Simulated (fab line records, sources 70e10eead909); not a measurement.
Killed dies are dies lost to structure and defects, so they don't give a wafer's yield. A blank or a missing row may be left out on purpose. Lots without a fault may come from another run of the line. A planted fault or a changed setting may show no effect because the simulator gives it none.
Which tool did it? | flow nand_harc | 24 lots, 72 wafers sampled, at 6 steps of a route of 1159

WHAT THE GAUGES READ, wafer by wafer
NHARC_P_M1_OVL_MEAS_10: pitch 260 nm. Usual: overlay_x_nm 0.1 nm, standard deviation 0.82; overlay_y_nm 0.1 nm, standard deviation 0.9.
lot  | measured     | on         | overlay_x_nm (nm) | overlay_y_nm (nm) | flag
L074 | day 6 03:37  | overlay-01 | -1.2 -0.8 -0.9    | 0.2 0.8 0.8       |
L075 | day 6 14:24  | overlay-01 | 1.5 1.5 0.9       | -0.7 0.1 -0.2     |
L076 | day 6 15:48  | overlay-01 | 0.1 -0.3 0.4      | 0.1 0.4 0.4       |
L077 | day 6 16:09  | overlay-02 | 0.6 0.5 0.3       | 0.9 0.6 0.9       |
L079 | day 7 02:53  | overlay-01 | -0.4 -0.1 0.1     | 0.6 1.3 0.8       |
L078 | day 7 03:58  | overlay-02 | -0.3 -0.4 -0.8    | 1.2 1.5 1.4       |
L080 | day 7 10:11  | overlay-02 | 0.1 0.0 -0.3      | 0.4 0.1 0.0       |
L081 | day 7 10:57  | overlay-01 | 1.0 0.6 1.3       | 1.6 1.4 1.3       |
L082 | day 8 00:29  | overlay-01 | 0.8 0.2 0.6       | 2.0 1.9 1.3       |
L083 | day 8 01:04  | overlay-02 | -0.5 -0.3 -0.4    | 0.8 0.1 1.0       |
L084 | day 8 16:14  | overlay-02 | -0.6 -1.0 -1.3    | 0.4 0.1 0.4       |
L085 | day 8 17:14  | overlay-02 | 1.2 1.3 0.6       | 0.5 0.5 0.2       |
L086 | day 9 06:12  | overlay-01 | -0.6 -0.4 -0.1    | 0.5 0.4 -0.3      |
L087 | day 9 07:13  | overlay-02 | -0.6 -0.9 -1.6    | -0.4 -0.6 -0.4    |
L088 | day 9 12:53  | overlay-01 | 0.6 0.5 -0.1      | -0.1 -0.3 -0.7    |
L089 | day 9 17:23  | overlay-01 | -0.1 -0.5 0.0     | -0.2 -0.5 -0.4    |
L090 | day 9 17:40  | overlay-02 | 0.4 1.1 1.5       | -0.5 -0.5 -0.3    |
L091 | day 10 02:55 | overlay-01 | -1.0 -0.6 -1.0    | -0.8 -1.1 -0.3    |
L092 | day 10 03:49 | overlay-02 | 0.8 1.0 0.3       | -0.9 -1.4 -1.0    |
L093 | day 10 14:25 | overlay-01 | -0.4 -0.4 0.0     | -1.5 -1.7 -1.1    |
L094 | day 10 16:01 | overlay-01 | 0.2 -0.7 -1.0     | 0.1 0.7 0.6       |
L095 | day 11 03:43 | overlay-02 | 0.0 -0.6 -0.4     | -1.2 -1.5 -1.3    |
L097 | day 11 12:28 | overlay-02 | 1.5 1.1 0.7       | 1.5 1.2 1.5       |
L096 | day 11 17:14 | overlay-01 | 1.2 1.5 1.3       | 0.3 0.1 -0.6      |

NHARC_A_START_INSPECT_01. Usual: raw_defect_count 3.2, standard deviation 1.7.
lot  | measured     | on                | raw_defect_count | flag
L074 | day 6 15:31  | defect_inspect-02 | 2 4 1            |
L075 | day 7 02:43  | defect_inspect-01 | 1 3 4            |
L076 | day 7 03:56  | defect_inspect-01 | 5 3 4            |
L077 | day 7 04:13  | defect_inspect-01 | 4 6 4            |
L079 | day 7 14:49  | defect_inspect-01 | 1 0 2            |
L078 | day 7 16:00  | defect_inspect-01 | 3 3 5            |
L080 | day 7 22:43  | defect_inspect-01 | 3 7 8            |
L081 | day 7 23:22  | defect_inspect-01 | 2 2 4            |
L082 | day 8 12:24  | defect_inspect-01 | 3 2 4            |
L083 | day 8 13:28  | defect_inspect-01 | 4 1 1            |
L084 | day 9 04:07  | defect_inspect-02 | 5 2 2            |
L085 | day 9 05:37  | defect_inspect-02 | 3 3 2            |
L086 | day 9 18:16  | defect_inspect-01 | 3 1 3            |
L087 | day 9 19:04  | defect_inspect-02 | 4 5 2            |
L088 | day 10 01:14 | defect_inspect-02 | 4 5 6            |
L089 | day 10 06:08 | defect_inspect-02 | 2 2 1            |
L090 | day 10 06:14 | defect_inspect-02 | 6 2 8            |
L091 | day 10 14:56 | defect_inspect-01 | 3 3 3            |
L092 | day 10 15:45 | defect_inspect-01 | 3 4 3            |
L093 | day 11 02:23 | defect_inspect-02 | 3 2 2            |
L094 | day 11 04:13 | defect_inspect-01 | 2 3 3            |
L095 | day 11 15:31 | defect_inspect-01 | 1 5 7            |
L097 | day 12 00:58 | defect_inspect-01 | 3 3 3            |
L096 | day 12 05:49 | defect_inspect-02 | 5 5 3            |

WHICH TOOL RAN EACH LOT (tool, then ch and the chambers of the sampled wafers, then the start)
lot  | NHARC_P_M0_ETCH_34                 | NHARC_P_M0_DEGAS_28          | NHARC_P_M0_ANNEAL_30             | NHARC_P_M2_STRIP_18
L074 | rie_diel-10 ch 1,2,3, day 5 23:53  | pvd_sputter-03, day 6 00:42  | rtp_anneal-01 ch 0, day 6 01:32  | rie_diel-09 ch 2,3, day 6 08:18
L075 | rie_diel-13 ch 0,2,3, day 6 10:32  | pvd_sputter-02, day 6 11:22  | rtp_anneal-02 ch 0, day 6 12:06  | rie_diel-09 ch 1,2,3, day 6 19:26
L076 | rie_diel-05 ch 0,1, day 6 11:38    | pvd_sputter-01, day 6 12:31  | rtp_anneal-02 ch 0, day 6 13:41  | rie_diel-09 ch 0,3, day 6 20:37
L077 | rie_diel-13 ch 2,3, day 6 11:50    | pvd_sputter-03, day 6 12:41  | rtp_anneal-01 ch 0, day 6 13:50  | rie_diel-09 ch 0,1,2, day 6 20:56
L079 | rie_diel-05 ch 1,2,3, day 6 23:01  | pvd_sputter-03, day 6 23:51  | rtp_anneal-01 ch 0, day 7 00:36  | rie_diel-09 ch 1,2, day 7 07:41
L078 | rie_diel-13 ch 0,1,2, day 7 00:01  | pvd_sputter-03, day 7 00:52  | rtp_anneal-02 ch 0, day 7 01:46  | rie_diel-09 ch 0,3, day 7 08:44
L080 | rie_diel-05 ch 2,3, day 7 06:14    | pvd_sputter-01, day 7 07:08  | rtp_anneal-02 ch 0, day 7 08:08  | rie_diel-09 ch 0,2, day 7 14:52
L081 | rie_diel-13 ch 0,2,3, day 7 06:55  | pvd_sputter-01, day 7 07:50  | rtp_anneal-01 ch 0, day 7 08:48  | rie_diel-09 ch 0,1,2, day 7 15:58
L082 | rie_diel-10 ch 0,1,3, day 7 20:34  | pvd_sputter-02, day 7 21:26  | rtp_anneal-02 ch 0, day 7 22:10  | rie_diel-09 ch 0,1,3, day 8 05:11
L083 | rie_diel-10 ch 0,1,3, day 7 21:07  | pvd_sputter-02, day 7 22:02  | rtp_anneal-01 ch 0, day 7 22:49  | rie_diel-09 ch 0,3, day 8 06:13
L084 | rie_diel-05 ch 0,2,3, day 8 12:16  | pvd_sputter-01, day 8 13:10  | rtp_anneal-02 ch 0, day 8 13:55  | rie_diel-09 ch 0,2,3, day 8 20:56
L085 | rie_diel-05 ch 0,2, day 8 12:41    | pvd_sputter-02, day 8 13:38  | rtp_anneal-01 ch 0, day 8 14:58  | rie_diel-09 ch 0,1,3, day 8 21:54
L086 | rie_diel-05 ch 0,2,3, day 9 02:22  | pvd_sputter-03, day 9 03:13  | rtp_anneal-01 ch 0, day 9 03:57  | rie_diel-09 ch 0,1,2, day 9 10:59
L087 | rie_diel-13 ch 0,2,3, day 9 02:46  | pvd_sputter-03, day 9 03:42  | rtp_anneal-01 ch 0, day 9 04:47  | rie_diel-09 ch 0,2,3, day 9 11:47
L088 | rie_diel-13 ch 1,2, day 9 08:31    | pvd_sputter-01, day 9 09:21  | rtp_anneal-01 ch 0, day 9 10:07  | rie_diel-09 ch 0,2,3, day 9 17:47
L089 | rie_diel-10 ch 1,2,3, day 9 13:19  | pvd_sputter-03, day 9 14:08  | rtp_anneal-01 ch 0, day 9 15:00  | rie_diel-09 ch 0,1,3, day 9 22:10
L090 | rie_diel-13 ch 0,1, day 9 13:37    | pvd_sputter-01, day 9 14:26  | rtp_anneal-02 ch 0, day 9 15:11  | rie_diel-09 ch 0,1, day 9 22:31
L091 | rie_diel-13 ch 0,2,3, day 9 23:09  | pvd_sputter-01, day 9 23:59  | rtp_anneal-01 ch 0, day 10 00:46 | rie_diel-12 ch 0,1,2, day 10 07:46
L092 | rie_diel-05 ch 2,3, day 9 23:56    | pvd_sputter-03, day 10 00:47 | rtp_anneal-01 ch 0, day 10 01:38 | rie_diel-09 ch 2,3, day 10 08:35
L093 | rie_diel-13 ch 1,2,3, day 10 10:26 | pvd_sputter-03, day 10 11:17 | rtp_anneal-02 ch 0, day 10 12:05 | rie_diel-09 ch 0,1,2, day 10 19:04
L094 | rie_diel-13 ch 0,2,3, day 10 12:05 | pvd_sputter-01, day 10 12:56 | rtp_anneal-01 ch 0, day 10 13:45 | rie_diel-12 ch 1,2,3, day 10 20:56
L095 | rie_diel-05 ch 0,1,2, day 10 23:37 | pvd_sputter-03, day 11 00:28 | rtp_anneal-02 ch 0, day 11 01:26 | rie_diel-12 ch 0,1,3, day 11 08:28
L097 | rie_diel-10 ch 0,1,3, day 11 08:25 | pvd_sputter-01, day 11 09:16 | rtp_anneal-01 ch 0, day 11 10:00 | rie_diel-02 ch 0,1,3, day 11 17:15
L096 | rie_diel-13 ch 0,1,2, day 11 13:08 | pvd_sputter-02, day 11 13:58 | rtp_anneal-01 ch 0, day 11 14:46 | rie_diel-12 ch 2,3, day 11 22:35
- NHARC_P_M0_ETCH_34: etches the open film in N2/H2, target depth 40 nm, overetch 12 nm, time 43.94 s.
- NHARC_P_M0_DEGAS_28: time 60 s.
- NHARC_P_M0_ANNEAL_30: time 90 s.
- NHARC_P_M2_STRIP_18: strips in N2/H2.

WHAT THE TOOLS THEMSELVES READ (means of the sampled wafers that have a number; where no wafer has one, the mark that the record gives instead)
NHARC_P_M0_ETCH_34. Usual: drypump_motor_current_A 5.6 A, standard deviation 0.44; oes_product_au 1.001 a.u., standard deviation 0.01; rf_vpp_V 430.8 V, standard deviation 2; showerhead_plenum_p_Torr 2.05 Torr, standard deviation 0.066; throttle_valve_pct 14.171 %, standard deviation 0.0083.
lot  | tool        | drypump_motor_current_A (A) | oes_product_au (a.u.) | rf_vpp_V (V) | showerhead_plenum_p_Torr (Torr) | throttle_valve_pct (%) | flag
L074 | rie_diel-10 | 5.4                         | 1.007                 | 429.8        | 2.01                            | 14.171                 |
L075 | rie_diel-13 | 5.5                         | 1.002                 | 430.6        | 2.06                            | 14.170                 |
L076 | rie_diel-05 | 5.6                         | 0.998                 | 431.2        | 2.07                            | 14.170                 |
L077 | rie_diel-13 | 5.5                         | 0.996                 | 431.0        | 2.05                            | 14.169                 |
L079 | rie_diel-05 | 5.5                         | 0.997                 | 431.7        | 2.07                            | 14.163                 |
L078 | rie_diel-13 | 5.5                         | 1.003                 | 430.0        | 2.04                            | 14.171                 |
L080 | rie_diel-05 | 5.7                         | 1.001                 | 431.4        | 2.06                            | 14.166                 |
L081 | rie_diel-13 | 5.5                         | 1.000                 | 431.4        | 2.06                            | 14.173                 |
L082 | rie_diel-10 | 5.7                         | 0.993                 | 429.2        | 2.02                            | 14.166                 |
L083 | rie_diel-10 | 5.7                         | 1.004                 | 430.8        | 2.02                            | 14.167                 |
L084 | rie_diel-05 | 5.7                         | 1.005                 | 431.6        | 2.06                            | 14.179                 |
L085 | rie_diel-05 | 5.5                         | 1.006                 | 431.5        | 2.07                            | 14.172                 |
L086 | rie_diel-05 | 5.7                         | 1.004                 | 430.3        | 2.06                            | 14.176                 |
L087 | rie_diel-13 | 5.5                         | 1.002                 | 431.0        | 2.06                            | 14.155                 |
L088 | rie_diel-13 | 5.2                         | 0.990                 | 428.4        | 1.99                            | 14.165                 |
L089 | rie_diel-10 | 5.4                         | 0.998                 | 428.7        | 2.01                            | 14.172                 |
L090 | rie_diel-13 | 5.8                         | 1.011                 | 431.0        | 2.09                            | 14.168                 |
L091 | rie_diel-13 | 5.5                         | 0.994                 | 431.4        | 2.06                            | 14.172                 |
L092 | rie_diel-05 | 5.7                         | 1.009                 | 430.8        | 2.05                            | 14.168                 |
L093 | rie_diel-13 | 5.5                         | 0.996                 | 430.4        | 2.03                            | 14.169                 |
L094 | rie_diel-13 | 5.5                         | 1.002                 | 430.8        | 2.06                            | 14.180                 |
L095 | rie_diel-05 | 5.4                         | 0.992                 | 431.8        | 2.07                            | 14.180                 |
L097 | rie_diel-10 | 5.7                         | 0.996                 | 429.5        | 2.02                            | 14.168                 |
L096 | rie_diel-13 | 5.5                         | 1.002                 | 430.4        | 2.04                            | 14.163                 |

NHARC_P_M0_DEGAS_28. Usual: heater_power_w 326 W, standard deviation 37.
lot  | tool           | heater_power_w (W) | flag
L074 | pvd_sputter-03 | 335                |
L075 | pvd_sputter-02 | 379                |
L076 | pvd_sputter-01 | 359                |
L077 | pvd_sputter-03 | 340                |
L079 | pvd_sputter-03 | 316                |
L078 | pvd_sputter-03 | 346                |
L080 | pvd_sputter-01 | 339                |
L081 | pvd_sputter-01 | 348                |
L082 | pvd_sputter-02 | 335                |
L083 | pvd_sputter-02 | 340                |
L084 | pvd_sputter-01 | 277                |
L085 | pvd_sputter-02 | 339                |
L086 | pvd_sputter-03 | 335                |
L087 | pvd_sputter-03 | 326                |
L088 | pvd_sputter-01 | 310                |
L089 | pvd_sputter-03 | 345                |
L090 | pvd_sputter-01 | 314                |
L091 | pvd_sputter-01 | 311                |
L092 | pvd_sputter-03 | 324                |
L093 | pvd_sputter-03 | 339                |
L094 | pvd_sputter-01 | 312                |
L095 | pvd_sputter-03 | 348                |
L097 | pvd_sputter-01 | 312                |
L096 | pvd_sputter-02 | 297                |

NHARC_P_M0_ANNEAL_30. Usual: wafer_temp_C_max 226.5, standard deviation 0.34.
lot  | tool          | wafer_temp_C_max | flag
L074 | rtp_anneal-01 | 227.2            |
L075 | rtp_anneal-02 | 226.6            |
L076 | rtp_anneal-02 | 226.2            |
L077 | rtp_anneal-01 | 226.5            |
L079 | rtp_anneal-01 | 226.7            |
L078 | rtp_anneal-02 | 226.3            |
L080 | rtp_anneal-02 | 226.4            |
L081 | rtp_anneal-01 | 226.8            |
L082 | rtp_anneal-02 | 226.4            |
L083 | rtp_anneal-01 | 226.4            |
L084 | rtp_anneal-02 | 226.3            |
L085 | rtp_anneal-01 | 227.0            |
L086 | rtp_anneal-01 | 226.6            |
L087 | rtp_anneal-01 | 226.3            |
L088 | rtp_anneal-01 | 227.0            |
L089 | rtp_anneal-01 | 226.7            |
L090 | rtp_anneal-02 | 226.5            |
L091 | rtp_anneal-01 | 226.4            |
L092 | rtp_anneal-01 | 226.4            |
L093 | rtp_anneal-02 | 226.3            |
L094 | rtp_anneal-01 | 226.5            |
L095 | rtp_anneal-02 | 226.3            |
L097 | rtp_anneal-01 | 226.6            |
L096 | rtp_anneal-01 | 226.4            |

NHARC_P_M2_STRIP_18. Usual: drypump_motor_current_A 5.4 A, standard deviation 0.31; oes_product_au 1.000 a.u., standard deviation 0.011; rf_vpp_V 90.4 V, standard deviation 0.97; showerhead_plenum_p_Torr 1.98 Torr, standard deviation 0.067; throttle_valve_pct 14.170 %, standard deviation 0.0093.
lot  | tool        | drypump_motor_current_A (A) | oes_product_au (a.u.) | rf_vpp_V (V) | showerhead_plenum_p_Torr (Torr) | throttle_valve_pct (%) | flag
L074 | rie_diel-09 | 5.4                         | 0.994                 | 90.5         | 2.02                            | 14.157                 |
L075 | rie_diel-09 | 5.3                         | 0.993                 | 90.2         | 1.97                            | 14.176                 |
L076 | rie_diel-09 | 5.2                         | 0.994                 | 89.5         | 1.95                            | 14.166                 |
L077 | rie_diel-09 | 5.5                         | 0.999                 | 90.0         | 1.99                            | 14.172                 |
L079 | rie_diel-09 | 5.5                         | 0.998                 | 91.5         | 2.02                            | 14.171                 |
L078 | rie_diel-09 | 5.2                         | 1.000                 | 90.1         | 1.94                            | 14.177                 |
L080 | rie_diel-09 | 5.5                         | 1.001                 | 90.8         | 2.04                            | 14.163                 |
L081 | rie_diel-09 | 5.5                         | 1.005                 | 90.4         | 1.99                            | 14.169                 |
L082 | rie_diel-09 | 5.3                         | 0.999                 | 89.1         | 1.94                            | 14.166                 |
L083 | rie_diel-09 | 5.3                         | 0.987                 | 90.4         | 1.94                            | 14.173                 |
L084 | rie_diel-09 | 5.4                         | 0.993                 | 90.8         | 1.99                            | 14.169                 |
L085 | rie_diel-09 | 5.3                         | 1.000                 | 89.9         | 1.94                            | 14.177                 |
L086 | rie_diel-09 | 5.5                         | 1.003                 | 90.6         | 1.99                            | 14.167                 |
L087 | rie_diel-09 | 5.4                         | 1.004                 | 91.0         | 1.99                            | 14.178                 |
L088 | rie_diel-09 | 5.4                         | 1.010                 | 90.7         | 1.99                            | 14.182                 |
L089 | rie_diel-09 | 5.3                         | 1.000                 | 89.8         | 1.94                            | 14.169                 |
L090 | rie_diel-09 | 5.5                         | 1.007                 | 89.7         | 1.95                            | 14.164                 |
L091 | rie_diel-12 | 5.1                         | 1.012                 | 90.6         | 2.06                            | 14.171                 |
L092 | rie_diel-09 | 5.3                         | 0.991                 | 90.3         | 1.97                            | 14.160                 |
L093 | rie_diel-09 | 5.5                         | 0.999                 | 90.1         | 1.98                            | 14.170                 |
L094 | rie_diel-12 | 5.4                         | 1.009                 | 90.3         | 2.03                            | 14.162                 |
L095 | rie_diel-12 | 5.5                         | 1.011                 | 91.0         | 2.05                            | 14.172                 |
L097 | rie_diel-02 | 5.6                         | 0.999                 | 90.4         | 2.05                            | 14.171                 |
L096 | rie_diel-12 | 5.5                         | 1.010                 | 91.1         | 1.98                            | 14.158                 |

THE ANSWER, worked out from the rows above alone
Rule: a lot is off if the mean of its wafers that have a number lies more than 3 standard deviations from the usual mean. A lot without any number at a reading at which 4 lots or more have one is off too. The other lots that the step has rows for count as sound. The gauges are gone through in route order, then the tools' own readings, and for those a lot's mean is taken as printed above. The first step at which some lot is off is used, and at that step the reading that is off furthest; a lot without a number counts as furthest.
No lot is off at any reading shown: from this, nothing can be told.

WHAT THE SIMULATOR HAD PUT IN
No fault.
